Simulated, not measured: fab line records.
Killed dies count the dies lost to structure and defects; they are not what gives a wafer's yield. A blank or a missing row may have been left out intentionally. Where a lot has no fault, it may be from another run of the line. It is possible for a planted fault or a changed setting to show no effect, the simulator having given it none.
Lot-split experiment / flow n5_finfet / 7 lots, 21 wafers read, on a route of 1938 steps

== THE SPLIT ITSELF ==
At N5_FIN_SAQP_HM_DEP_72 (deposits SiO2 from SiH4/N2O, target thk 12 nm, time 7.2 s), the setting time_s was moved away from the recipe's 7.2 s on 8 of the 21 wafers read, by -9.2% to +14.9%. The other wafers ran this setting at the recipe's value.

== FROM THE SPLIT TO THE READING: what the file shows between them, 4 steps ==
- N5_FIN_SAQP_COAT_49: time 60 s, resist thk 100 nm
- N5_FIN_SAQP_COAT_50: time 60 s, resist thk 35 nm
- N5_FIN_SAQP_ETCH_52: etches SOC in N2/H2, target depth 100 nm, overetch 20 nm, time 150 s
- N5_FIN_SAQP_STRIP_53: strips in N2/H2

== THE READING ==
etch.depth_nm (the simulator's own value, which no gauge read), in nm, at N5_FIN_SAQP_HM_OPEN_73 (chemistry CHF3/O2, target SiO2, stops on a-Si, target depth 12 nm, time 16.8 s). The file does not state a usual value for it. Average 12.00 nm, standard deviation 0.13 nm, over the 13 wafers here run with the recipe.

wafer=L077.3; tool, chamber at the split=pecvd-04, 1; time_s as run, s=7.2; against the recipe=recipe; etch.depth_nm, nm=11.93; against lot-mates on the recipe=-
wafer=L077.4; tool, chamber at the split=pecvd-04, 0; time_s as run, s=8.097; against the recipe=+12.5%; etch.depth_nm, nm=13.87; against lot-mates on the recipe=+1.94
wafer=L077.5; tool, chamber at the split=pecvd-04, 1; time_s as run, s=8.097; against the recipe=+12.5%; etch.depth_nm, nm=13.71; against lot-mates on the recipe=+1.78
wafer=L079.3; tool, chamber at the split=pecvd-02, 0; time_s as run, s=7.2; against the recipe=recipe; etch.depth_nm, nm=11.86; against lot-mates on the recipe=-
wafer=L079.5; tool, chamber at the split=pecvd-02, 0; time_s as run, s=6.554; against the recipe=-9.0%; etch.depth_nm, nm=11.13; against lot-mates on the recipe=-0.80
wafer=L079.6; tool, chamber at the split=pecvd-02, 2; time_s as run, s=7.2; against the recipe=recipe; etch.depth_nm, nm=12; against lot-mates on the recipe=-
wafer=L082.4; tool, chamber at the split=pecvd-03, 2; time_s as run, s=7.2; against the recipe=recipe; etch.depth_nm, nm=12.18; against lot-mates on the recipe=-
wafer=L082.5; tool, chamber at the split=pecvd-03, 0; time_s as run, s=7.2; against the recipe=recipe; etch.depth_nm, nm=12.19; against lot-mates on the recipe=-
wafer=L082.6; tool, chamber at the split=pecvd-03, 1; time_s as run, s=7.2; against the recipe=recipe; etch.depth_nm, nm=12.07; against lot-mates on the recipe=-
wafer=L091.3; tool, chamber at the split=pecvd-03, 0; time_s as run, s=6.815; against the recipe=-5.3%; etch.depth_nm, nm=11.41; against lot-mates on the recipe=-0.49
wafer=L091.5; tool, chamber at the split=pecvd-03, 0; time_s as run, s=6.815; against the recipe=-5.3%; etch.depth_nm, nm=11.41; against lot-mates on the recipe=-0.49
wafer=L091.4; tool, chamber at the split=pecvd-03, 2; time_s as run, s=7.2; against the recipe=recipe; etch.depth_nm, nm=11.9; against lot-mates on the recipe=-
wafer=L093.1; tool, chamber at the split=pecvd-02, 1; time_s as run, s=7.2; against the recipe=recipe; etch.depth_nm, nm=11.86; against lot-mates on the recipe=-
wafer=L093.2; tool, chamber at the split=pecvd-02, 0; time_s as run, s=8.273; against the recipe=+14.9%; etch.depth_nm, nm=13.6; against lot-mates on the recipe=+1.58
wafer=L093.4; tool, chamber at the split=pecvd-02, 2; time_s as run, s=7.2; against the recipe=recipe; etch.depth_nm, nm=12.18; against lot-mates on the recipe=-
wafer=L094.2; tool, chamber at the split=pecvd-03, 2,1; time_s as run, s=7.2; against the recipe=recipe; etch.depth_nm, nm=11.95; against lot-mates on the recipe=-
wafer=L094.6; tool, chamber at the split=pecvd-03, 2,1; time_s as run, s=7.2; against the recipe=recipe; etch.depth_nm, nm=11.95; against lot-mates on the recipe=-
wafer=L094.4; tool, chamber at the split=pecvd-03, 1; time_s as run, s=7.2; against the recipe=recipe; etch.depth_nm, nm=11.79; against lot-mates on the recipe=-
wafer=L095.2; tool, chamber at the split=pecvd-03, 0; time_s as run, s=6.541; against the recipe=-9.2%; etch.depth_nm, nm=10.87; against lot-mates on the recipe=-1.21
wafer=L095.5; tool, chamber at the split=pecvd-03, 0; time_s as run, s=7.2; against the recipe=recipe; etch.depth_nm, nm=12.08; against lot-mates on the recipe=-
wafer=L095.6; tool, chamber at the split=pecvd-03, 2; time_s as run, s=6.541; against the recipe=-9.2%; etch.depth_nm, nm=10.83; against lot-mates on the recipe=-1.25
When a row names more than one chamber, that row covers several wafers, and the file does not tell which wafer ran in which chamber.

THE FIT
A straight line over all 21 wafers: etch.depth_nm changes by +0.124 nm for each +1% of time_s; r = +0.98; the points scatter about the line by 0.16 nm.
The same after taking each lot's own level away (the mean of its wafers on the recipe; 21 wafers): +0.125 nm for each +1%; r = +0.98; scatter 0.16 nm.
The reading moves by 1.9 nm for the largest change in time_s, on that fit.
The lots' own levels span 11.897 to 12.147 nm, that is 1.9 times the standard deviation above.
So the lot-to-lot level changes the slope little: the two slopes agree.
Check: with one of the wafers moved furthest among these (+14.9%) left out of the fit, the line predicts +2.05 nm for it against its lot-mates. It came out at +1.58 nm against them.

== OTHER SPLITS APPLIED TO THESE WAFERS ==
These wafers also went through other splits before the reading. Each is held against what the fit with the lots' levels taken away leaves over:
other split on the same wafers=N5_ZERO_LAYER_ETCH_18 bias_w; wafers away from the commonest value=7; r with etch.depth_nm (lot level and that fit taken away)=-0.32
other split on the same wafers=N5_PMOS_HMC_CHANNEL_EPI_PEB_07 peb_temp_c; wafers away from the commonest value=8; r with etch.depth_nm (lot level and that fit taken away)=-0.32
other split on the same wafers=N5_FIN_SAQP_HM_DEP_03 time_s; wafers away from the commonest value=4; r with etch.depth_nm (lot level and that fit taken away)=+0.63

== THE WHOLE CHAIN: every reading that the file lists as answering this split, in the file's order ==
step=N5_FIN_SAQP_HM_DEP_72; what it does=deposits SiO2 from SiH4/N2O, target thk 12 nm, time 7.2 s; reading=SiO2_of_FIN_SAQP_HM_DEP_72.thk_nm (the simulator's own value, which no gauge read); change (the file's fit)=+0.119 nm for each +1% of the setting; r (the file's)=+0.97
step=N5_FIN_SAQP_HM_OPEN_73; what it does=chemistry CHF3/O2, target SiO2, stops on a-Si, target depth 12 nm, time 16.8 s; reading=etch.depth_nm (the simulator's own value, which no gauge read); change (the file's fit)=+0.119 nm for each +1% of the setting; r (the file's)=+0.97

== FILE'S OWN FIT ==
etch.depth_nm changes by +0.119 nm for each +1% of time_s, r = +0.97.
